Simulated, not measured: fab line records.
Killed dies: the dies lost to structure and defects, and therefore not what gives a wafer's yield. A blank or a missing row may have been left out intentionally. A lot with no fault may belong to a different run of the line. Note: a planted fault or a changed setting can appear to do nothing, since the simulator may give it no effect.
Commonality check across tools || flow nand harc || 4 wafers sampled across 2 lots

REASON IT WAS OPENED
At NHARC_END_SORT_01 the reading killed at periphery is flagged on 1 of 2 lots. Wafers without a fault read 4.2, standard deviation 2.9.
Rule: a lot is flagged in two cases, either no wafer of it has a number, or all its wafers with numbers fall more than 4 standard deviations from that mean. The rest of the lots are taken to be sound.

{"lot": "L417", "measured": "day 27 04:15", "on": "prober-01", "killed at periphery, wafer by wafer": 31, "flag": "FLAGGED"}
{"lot": "L418", "measured": "day 27 13:37", "on": "prober-02", "killed at periphery, wafer by wafer": "1 3 4", "flag": ""}
The numbers of the flagged lots are 31.0 on average: +26.8 against the usual, or +9 standard deviations.

WHICH TOOL EACH LOT WENT THROUGH
The record holds 3 process steps before the reading, out of a route of 1302 steps. Every cell lists first the tool, next ch and the chambers used by the sampled wafers, and last the start.
{"lot": "L417", "flag": "FLAGGED", "NHARC_P_CONTACT_ETCH_36": "rie diel-06 ch 2, day 8 06:38 or earlier", "NHARC_P_M0_ETCH_15": "rie diel-02 ch 1, day 8 06:38", "NHARC_P_M0_DEGAS_28": "pvd sputter-03, day 8 07:25"}
{"lot": "L418", "flag": "", "NHARC_P_CONTACT_ETCH_36": "rie diel-06 ch 0,1,3, day 9 03:58 or earlier", "NHARC_P_M0_ETCH_15": "rie diel-07 ch 0,1, day 9 03:58", "NHARC_P_M0_DEGAS_28": "pvd sputter-02, day 9 04:44"}
What these steps do:
- NHARC_P_CONTACT_ETCH_36: etches the open film in N2/H2, target depth 260 nm, time 406.25 s.
- NHARC_P_M0_ETCH_15: etches the open film in C4F8/Ar, target depth 150 nm, overetch 15 nm, time 82.5 s.
- NHARC_P_M0_DEGAS_28: time 60 s.
- NHARC_END_SORT_01

FLAGGED AGAINST TOTAL, ONE TOOL AT A TIME (gauges that did the reading follow at the end)
{"step": "NHARC_P_CONTACT_ETCH_36", "tool": "rie diel-06", "lots run": 2, "flagged": 1, "share of the flagged lots": "all", "sound lots run after its first flagged lot": "1 (L418)"}
{"step": "NHARC_P_M0_ETCH_15", "tool": "rie diel-02", "lots run": 1, "flagged": 1, "share of the flagged lots": "all", "sound lots run after its first flagged lot": 0}
{"step": "NHARC_P_M0_ETCH_15", "tool": "rie diel-07", "lots run": 1, "flagged": 0, "share of the flagged lots": "none", "sound lots run after its first flagged lot": "-"}
{"step": "NHARC_P_M0_DEGAS_28", "tool": "pvd sputter-02", "lots run": 1, "flagged": 0, "share of the flagged lots": "none", "sound lots run after its first flagged lot": "-"}
{"step": "NHARC_P_M0_DEGAS_28", "tool": "pvd sputter-03", "lots run": 1, "flagged": 1, "share of the flagged lots": "all", "sound lots run after its first flagged lot": 0}
{"step": "NHARC_END_SORT_01", "tool": "prober-01", "lots run": 1, "flagged": 1, "share of the flagged lots": "all", "sound lots run after its first flagged lot": 0}
{"step": "NHARC_END_SORT_01", "tool": "prober-02", "lots run": 1, "flagged": 0, "share of the flagged lots": "none", "sound lots run after its first flagged lot": "-"}
NHARC_P_CONTACT_ETCH_36 gives no start for some lots, so the hours and the order of its lots are those of NHARC_P_M0_ETCH_15.

WHAT THE TABLE PERMITS
4 rows of the table ran every flagged lot: rie diel-06 at NHARC_P_CONTACT_ETCH_36, rie diel-02 at NHARC_P_M0_ETCH_15, pvd sputter-03 at NHARC_P_M0_DEGAS_28, prober-01 at NHARC_END_SORT_01.
- rie diel-06 at NHARC_P_CONTACT_ETCH_36: 1 of its 2 lots flagged. Sound lots followed the first flagged one (L418) on it, something a lasting fault affecting the whole tool could not allow.
- rie diel-02 at NHARC_P_M0_ETCH_15: 1 of its 1 lot flagged. The start can't be narrowed down: in this sample, it ran no sound lot prior to its first flagged lot.
- pvd sputter-03 at NHARC_P_M0_DEGAS_28: 1 of its 1 lot flagged. The start can't be narrowed down: in this sample, it ran no sound lot prior to its first flagged lot.
- prober-01 at NHARC_END_SORT_01: 1 of its 1 lot flagged. The start can't be narrowed down: in this sample, it ran no sound lot prior to its first flagged lot.
Because each of these 3 tools fits a fault that began at some hour, counting lots does not separate them. More lots, or a look at what each step does to the wafer, might.

WHAT HAD BEEN PUT IN BY THE SIMULATOR
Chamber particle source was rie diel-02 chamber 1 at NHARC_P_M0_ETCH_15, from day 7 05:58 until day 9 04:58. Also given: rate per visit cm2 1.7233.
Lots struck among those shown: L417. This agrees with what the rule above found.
